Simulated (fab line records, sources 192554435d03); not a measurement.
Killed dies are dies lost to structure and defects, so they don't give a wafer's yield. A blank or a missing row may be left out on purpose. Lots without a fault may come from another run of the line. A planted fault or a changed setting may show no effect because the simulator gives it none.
One fault seen from 2 desks | flow n5_finfet | each desk has only its own numbers; what lay behind them comes last

THE TOOL OWNER'S DESK: litho_track-02
The tool's own readings at N5_BEOL_M6_COAT_05 (resist thk 90 nm): means of the sampled wafers that have a number, for each lot that ran on this tool. A lot is out of limits, marked OUT, if its mean lies more than 4 standard deviations from the usual mean; the brackets give that distance.
Columns: A = spin_speed_rpm at N5_BEOL_M6_COAT_05, usual 1500.0 rpm
lot  | first seen here | A
L128 | day 8 21:16     | 1500.5
L134 | day 10 03:35    | 1500.3
L135 | day 10 21:59    | 1500.8
L141 | day 12 05:15    | 1499.3
L147 | day 13 10:25    | 1411.2 (-74) OUT
L149 | day 14 07:20    | 1409.9 (-75) OUT
This desk's finding: out of limits on L147, L149; first on L147, day 13 10:25 (spin_speed_rpm at N5_BEOL_M6_COAT_05). In limits: L128, L134, L135, L141.

THE METROLOGY DESK
What the gauges read, lot by lot, whatever tool the lot ran on: means of the sampled wafers that have a number. A lot is out of limits, marked OUT, if its mean lies more than 4 standard deviations from the usual mean; the brackets give that distance.
Columns: A = cd_nm at N5_BEOL_M6_CD_MEAS_11, usual 38.5 nm
lot  | first seen here | A
L128 | day 8 21:41     | 38.5
L129 | day 9 01:48     | 38.9
L130 | day 9 07:14     | 38.8
L131 | day 9 11:29     | 39.0
L134 | day 10 03:49    | 38.4
L135 | day 10 22:20    | 38.5
L137 | day 11 00:27    | 38.1
L139 | day 11 12:58    | 38.1
L141 | day 12 05:29    | 38.8
L142 | day 12 09:02    | 38.5
L144 | day 13 03:38    | 38.4
L147 | day 13 10:47    | 38.6
L149 | day 14 07:35    | 38.1
L150 | day 14 17:14    | 38.2
This desk's finding: nothing out of limits on any of the 14 lots.

PUT TOGETHER
The tool owner's desk could have raised an alarm at day 13 10:25, on L147, L149.
The metrology desk saw nothing out of limits.
The metrology desk has L147, L149 on record, within its limits.
Of the lots named, all ran N5_BEOL_M6_COAT_05 on litho_track-02.

WHAT THE SIMULATOR HAD PUT IN
Process parameter drift: litho_track-02, from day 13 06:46 on, at N5_BEOL_M6_COAT_05. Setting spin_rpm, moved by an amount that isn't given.
Lots struck among those shown: L147, L149.
Hours from the fault's start to each desk's first reading out of limits: the tool owner's desk, 4.
